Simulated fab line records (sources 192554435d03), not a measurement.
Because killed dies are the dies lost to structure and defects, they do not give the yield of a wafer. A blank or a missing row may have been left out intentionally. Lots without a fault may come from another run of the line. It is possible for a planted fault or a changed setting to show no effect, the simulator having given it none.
What tool caused it? | flow n5-finfet | Sampling: 10 lots, 27 wafers, 7 of 1938 route steps

WHAT THE GAUGES READ, wafer by wafer
N5_SD_EPI_N_EPI_MEAS_23. Usual: thk-nm 58.8 nm, standard deviation 1.3.
lot  | measured    | on            | thk-nm (nm)    | flag
L456 | day 3 05:36 | film-metro-02 | 60.0 61.7      |
L457 | day 3 10:19 | film-metro-02 | 60.0 57.6 57.5 |
L458 | day 3 15:08 | film-metro-01 | 58.1 59.1      |
L459 | day 4 00:33 | film-metro-02 | 58.8 58.7 58.6 |
L461 | day 4 10:55 | film-metro-02 | 59.7 60.0 59.3 |
L463 | day 5 00:50 | film-metro-01 | 58.6 57.2      |
L474 | day 7 16:25 | film-metro-02 | 59.6 60.8 60.7 |
L475 | day 7 22:36 | film-metro-02 | 60.6 61.8 59.0 |
L476 | day 8 03:35 | film-metro-02 | 58.5 60.0 58.2 |
L478 | day 8 17:23 | film-metro-01 | 58.8 57.8 57.4 |

N5_SD_EPI_P_EPI_MEAS_23. Usual: thk-nm 61.0 nm, standard deviation 1.1.
lot  | measured    | on            | thk-nm (nm)    | flag
L456 | day 3 10:17 | film-metro-01 | 60.0 61.7      |
L457 | day 3 14:55 | film-metro-02 | 60.9 60.5 61.7 |
L458 | day 3 19:41 | film-metro-02 | 58.9 62.4      |
L459 | day 4 05:03 | film-metro-01 | 61.6 59.3 60.9 |
L461 | day 4 15:29 | film-metro-01 | 60.1 59.6 59.3 |
L463 | day 5 05:58 | film-metro-02 | 60.2 60.3      |
L474 | day 7 21:52 | film-metro-01 | 53.9 56.4 55.7 | OFF
L475 | day 8 05:04 | film-metro-02 | 61.1 62.1 64.6 |
L476 | day 8 08:11 | film-metro-01 | 55.4 54.3 53.9 | OFF
L478 | day 8 22:04 | film-metro-02 | 60.7 60.6 61.6 |

N5_SD_EPI_P_INSPECT_26: inspects for defects (darkfield). Usual: raw-defect-count 174, standard deviation 37.
lot  | measured    | on                | raw-defect-count | flag
L456 | day 3 10:28 | defect-inspect-01 | 143 153          |
L457 | day 3 15:05 | defect-inspect-01 | 177 161 229      |
L458 | day 3 19:51 | defect-inspect-02 | 147 152          |
L459 | day 4 05:13 | defect-inspect-02 | 261 228 233      |
L461 | day 4 15:40 | defect-inspect-01 | 141 154 148      |
L463 | day 5 06:08 | defect-inspect-02 | 180 194          |
L474 | day 7 22:02 | defect-inspect-02 | 260 224 177      |
L475 | day 8 05:14 | defect-inspect-01 | 139 97 140       |
L476 | day 8 08:22 | defect-inspect-01 | 167 154 155      |
L478 | day 8 22:14 | defect-inspect-02 | 237 159 194      |

N5_SD_ACTIVATION_RS_MEAS_03: measurement is done with a four-point probe. Usual: RS_SD_N 22.0 ohm/sq, standard deviation 0.33; RS_SD_P 56.2 ohm/sq, standard deviation 0.92.
lot  | measured    | on            | RS_SD_N (ohm/sq) | RS_SD_P (ohm/sq) | flag
L456 | day 3 10:58 | film-metro-02 | 22.1 21.9        | 55.9 54.9        |
L457 | day 3 15:47 | film-metro-01 | 21.8 22.4 21.9   | 55.8 55.3 55.4   |
L458 | day 3 20:22 | film-metro-02 | 21.9 22.0        | 57.1 55.3        |
L459 | day 4 05:40 | film-metro-01 | 21.6 21.6 21.9   | 56.8 56.5 56.3   |
L461 | day 4 16:08 | film-metro-02 | 21.6 21.8 21.7   | 57.1 58.0 56.9   |
L463 | day 5 06:37 | film-metro-02 | 21.4 22.1        | 56.3 56.8        |
L474 | day 7 22:31 | film-metro-01 | 21.8 21.7 21.7   | 69.3 68.1 66.7   | OFF
L475 | day 8 05:41 | film-metro-01 | 21.6 21.6 21.7   | 54.9 54.1 54.5   |
L476 | day 8 09:06 | film-metro-02 | 22.3 22.2 22.4   | 66.7 66.6 67.2   | OFF
L478 | day 8 22:53 | film-metro-02 | 22.1 21.9 22.2   | 56.0 57.1 56.3   |

N5_BEOL_M4_RC_MEAS_101. Usual: DIBL_N 36.3 mV/V, standard deviation 1.6; DIBL_P 36.2 mV/V, standard deviation 2.1; IOFF_N 0.16 nA/um, standard deviation 0.031; IOFF_P 0.21 nA/um, standard deviation 0.034; ION_N 673 uA/um, standard deviation 11; ION_P 461 uA/um, standard deviation 7.4; REXT_P 100.3 ohm.um, standard deviation 2.8; RS_SD_P 66.1 ohm/sq, standard deviation 0.99; SS_N 71.6 mV/dec, standard deviation 0.55; SS_P 73.3 mV/dec, standard deviation 0.66; VT_N 251 mV, standard deviation 3.2; VT_P -251 mV, standard deviation 3.5.
lot  | measured     | on        | DIBL_N (mV/V)  | DIBL_P (mV/V)  | IOFF_N (nA/um) | IOFF_P (nA/um) | ION_N (uA/um) | ION_P (uA/um) | REXT_P (ohm.um)   | RS_SD_P (ohm/sq) | SS_N (mV/dec)  | SS_P (mV/dec)  | VT_N (mV)   | VT_P (mV)      | flag
L456 | day 7 13:00  | prober-02 | 36.6 34.4      | 35.7 33.3      | 0.16 0.13      | 0.23 0.19      | 678 683       | 469 473       | 99.1 98.7         | 66.0 65.7        | 72.4 71.6      | 73.7 73.3      | 250 252     | -252 -250      |
L457 | day 7 15:59  | prober-02 | 36.3 36.8 38.4 | 36.0 36.5 37.9 | 0.14 0.14 0.17 | 0.21 0.21 0.25 | 683 665 676   | 471 462 464   | 97.4 99.8 97.3    | 65.7 65.8 65.5   | 71.0 71.5 71.2 | 73.8 73.4 74.0 | 254 253 250 | -254 -253 -251 |
L458 | day 7 19:15  | prober-02 | 33.4 35.0      | 33.4 36.1      | 0.12 0.15      | 0.15 0.20      | 664 661       | 452 453       | 101.1 100.8       | 66.3 65.5        | 70.8 71.6      | 72.9 73.3      | 258 249     | -254 -251      |
L459 | day 8 12:02  | prober-01 | 37.1 34.0 35.2 | 37.1 33.1 35.2 | 0.18 0.12 0.15 | 0.21 0.16 0.18 | 673 648 679   | 458 447 456   | 105.0 104.0 105.8 | 66.4 65.9 65.9   | 72.1 71.8 72.0 | 74.2 72.7 73.1 | 248 254 250 | -250 -255 -254 |
L461 | day 8 20:27  | prober-01 | 34.0 35.5 32.7 | 34.1 35.7 32.4 | 0.12 0.15 0.11 | 0.20 0.21 0.18 | 665 666 669   | 465 461 468   | 103.8 105.8 102.9 | 66.1 67.6 66.4   | 70.5 70.8 70.6 | 73.1 73.2 72.9 | 253 251 256 | -249 -247 -252 |
L463 | day 9 13:11  | prober-01 | 34.9 36.1      | 34.1 35.5      | 0.12 0.14      | 0.17 0.18      | 655 669       | 452 454       | 98.1 97.7         | 66.9 67.0        | 70.8 71.9      | 72.7 72.6      | 253 255     | -255 -254      |
L474 | day 11 21:50 | prober-01 | 37.7 37.0 38.1 | 38.0 35.7 37.1 | 0.18 0.15 0.19 | 0.18 0.16 0.19 | 687 668 676   | 450 446 449   | 111.7 111.0 110.3 | 81.1 79.6 77.8   | 71.7 72.2 72.0 | 73.3 73.5 72.9 | 249 250 250 | -256 -260 -253 | OFF
L475 | day 12 04:56 | prober-01 | 36.5 36.2 35.5 | 37.0 36.8 34.7 | 0.16 0.15 0.13 | 0.20 0.20 0.17 | 669 665 661   | 462 460 452   | 97.6 98.8 98.0    | 64.7 64.3 64.5   | 72.3 71.2 71.5 | 73.6 73.7 73.0 | 251 251 256 | -249 -251 -253 |
L476 | day 12 09:29 | prober-01 | 36.9 33.8 36.6 | 36.9 33.5 36.8 | 0.16 0.11 0.16 | 0.15 0.11 0.14 | 670 662 682   | 439 431 444   | 106.4 107.7 109.2 | 77.6 77.8 77.8   | 71.6 70.9 71.5 | 73.0 72.6 73.1 | 251 256 249 | -263 -267 -262 | OFF
L478 | day 13 07:39 | prober-01 | 34.2 37.2 36.9 | 32.7 37.0 36.4 | 0.10 0.15 0.14 | 0.14 0.19 0.19 | 656 667 666   | 455 456 463   | 103.9 105.4 103.7 | 66.6 67.0 66.3   | 70.4 71.2 71.6 | 71.8 72.6 72.9 | 257 251 252 | -254 -253 -255 |

WHICH TOOL RAN EACH LOT (tool, then ch and the chambers of the sampled wafers, then the start)
lot  | N5_SD_EPI_P_ETCH_47               | N5_SD_EPI_P_EPI_21
L456 | rie-diel-03 ch 0,3, day 3 07:15   | epi-rpcvd-01 ch 0, day 3 08:26
L457 | rie-diel-03 ch 2,3, day 3 11:53   | epi-rpcvd-04 ch 0, day 3 13:26
L458 | rie-diel-03 ch 2,3, day 3 16:38   | epi-rpcvd-04 ch 0, day 3 17:49
L459 | rie-diel-01 ch 0,3, day 4 02:01   | epi-rpcvd-02 ch 0, day 4 03:13
L461 | rie-diel-03 ch 0,1, day 4 12:28   | epi-rpcvd-01 ch 0, day 4 14:01
L463 | rie-diel-01 ch 1,3, day 5 02:55   | epi-rpcvd-04 ch 0, day 5 04:50
L474 | rie-diel-03 ch 1,2, day 7 17:59   | epi-rpcvd-04 ch 0, day 7 19:25
L475 | rie-diel-05 ch 1,2, day 8 00:23   | epi-rpcvd-02 ch 0, day 8 02:07
L476 | rie-diel-05 ch 0,2,3, day 8 05:09 | epi-rpcvd-04 ch 0, day 8 06:21
L478 | rie-diel-03 ch 2,3, day 8 19:02   | epi-rpcvd-01 ch 0, day 8 20:14
- N5_SD_EPI_P_ETCH_47: etches SiOCN in CH3F/O2, target depth 25 nm.
- N5_SD_EPI_P_EPI_21: deposits SiGe:B, time 355 s.

WHAT THE TOOLS THEMSELVES READ (means of the sampled wafers that have a number; where no wafer has one, the mark that the record gives instead)
N5_SD_EPI_P_ETCH_47. Usual: drypump-motor-current-A 5.6 A, standard deviation 0.49; mfc-ar-sccm 150.0 sccm, standard deviation 0.45; oes-product-au 0.79 a.u., standard deviation 0.083; rf-vpp-V 126.9 V, standard deviation 2.6; showerhead-plenum-p-Torr 2.00 Torr, standard deviation 0.067; throttle-valve-pct 16.26 %, standard deviation 0.21.
lot  | tool        | drypump-motor-current-A (A) | mfc-ar-sccm (sccm) | oes-product-au (a.u.) | rf-vpp-V (V) | showerhead-plenum-p-Torr (Torr) | throttle-valve-pct (%) | flag
L456 | rie-diel-03 | 5.7                         | 149.8              | 0.75                  | 127.1        | 2.04                            | 16.36                  |
L457 | rie-diel-03 | 5.2                         | 150.1              | 0.77                  | 125.5        | 1.98                            | 16.28                  |
L458 | rie-diel-03 | 5.2                         | 149.9              | 0.76                  | 124.4        | 2.00                            | 16.30                  |
L459 | rie-diel-01 | 5.1                         | 150.1              | 0.85                  | 122.7        | 1.99                            | 16.23                  |
L461 | rie-diel-03 | 6.0                         | 149.8              | 0.82                  | 130.1        | 1.99                            | 16.28                  |
L463 | rie-diel-01 | 5.5                         | 150.8              | 0.81                  | 127.6        | 1.98                            | 16.30                  |
L474 | rie-diel-03 | 5.8                         | 150.4              | 0.86                  | 127.6        | 1.94                            | 16.15                  |
L475 | rie-diel-05 | 6.3                         | 149.6              | 0.83                  | 127.6        | 2.09                            | 15.94                  |
L476 | rie-diel-05 | 6.0                         | 150.2              | 0.77                  | 125.8        | 2.00                            | 16.07                  |
L478 | rie-diel-03 | 5.1                         | 150.3              | 0.74                  | 125.2        | 1.97                            | 16.36                  |

N5_SD_EPI_P_EPI_21. Usual: chamber-pressure-Torr 20.00 Torr, standard deviation 0.042; lamp-inner-pct 10.7 %, standard deviation 0.59; susceptor-temp-C 550.07 C, standard deviation 0.28.
lot  | tool         | chamber-pressure-Torr (Torr) | lamp-inner-pct (%) | susceptor-temp-C (C) | flag
L456 | epi-rpcvd-01 | 20.00                        | 9.9                | 550.00               |
L457 | epi-rpcvd-04 | 20.00                        | 11.1               | 550.07               |
L458 | epi-rpcvd-04 | 19.99                        | 11.1               | 550.23               |
L459 | epi-rpcvd-02 | 20.04                        | 11.2               | 550.03               |
L461 | epi-rpcvd-01 | 20.04                        | 9.9                | 550.39               |
L463 | epi-rpcvd-04 | 19.95                        | 11.2               | 549.88               |
L474 | epi-rpcvd-04 | 15.26                        | 11.1               | 550.24               | OFF
L475 | epi-rpcvd-02 | 20.00                        | 11.1               | 549.80               |
L476 | epi-rpcvd-04 | 15.30                        | 11.2               | 550.46               | OFF
L478 | epi-rpcvd-01 | 20.00                        | 9.9                | 549.53               |

THE ANSWER, worked out from the rows above alone
Rule: take the mean of a lot's wafers that have a number; if it is more than 3 standard deviations from the usual mean, the lot is off. A lot without any number at a reading at which 4 lots or more have one is off too. The other lots that the step has rows for count as sound. After the gauges, taken in route order, come the tools' own readings; for these a lot's mean is taken, as printed above. The first step at which some lot is off is used, and at that step the reading that is off furthest; a lot without a number counts as furthest.
Off: L474, L476, at N5_SD_EPI_P_EPI_MEAS_23 (thk-nm).
If a tool, at a process step before that reading, ran all the lots that are off and no sound lot after the first of them, it fits. The gauges at N5_SD_EPI_P_EPI_MEAS_23 aren't tried: what is off there is off at N5_BEOL_M4_RC_MEAS_101 too, on other tools, and a gauge's error can't cause that. One candidate fits, namely epi-rpcvd-04 at N5_SD_EPI_P_EPI_21. Its last sound lot is L463 (day 5 04:50), its first lot that is off L474 (day 7 19:25): a fault that began between those two fits.
On the lots that are off, the tool's own readings at N5_SD_EPI_P_EPI_21 differ by more than 5 times the standard deviation of the sound lots' means, which bears it out; chamber-pressure-Torr reads 15.28 Torr there versus 20.00 Torr on the sound lots.

WHAT WAS PUT IN BY THE SIMULATOR
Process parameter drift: epi-rpcvd-04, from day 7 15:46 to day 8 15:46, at N5_SD_EPI_P_EPI_21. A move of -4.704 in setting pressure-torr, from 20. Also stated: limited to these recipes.
Shown lots that were struck: L474, L476. The rule given above showed the same thing.
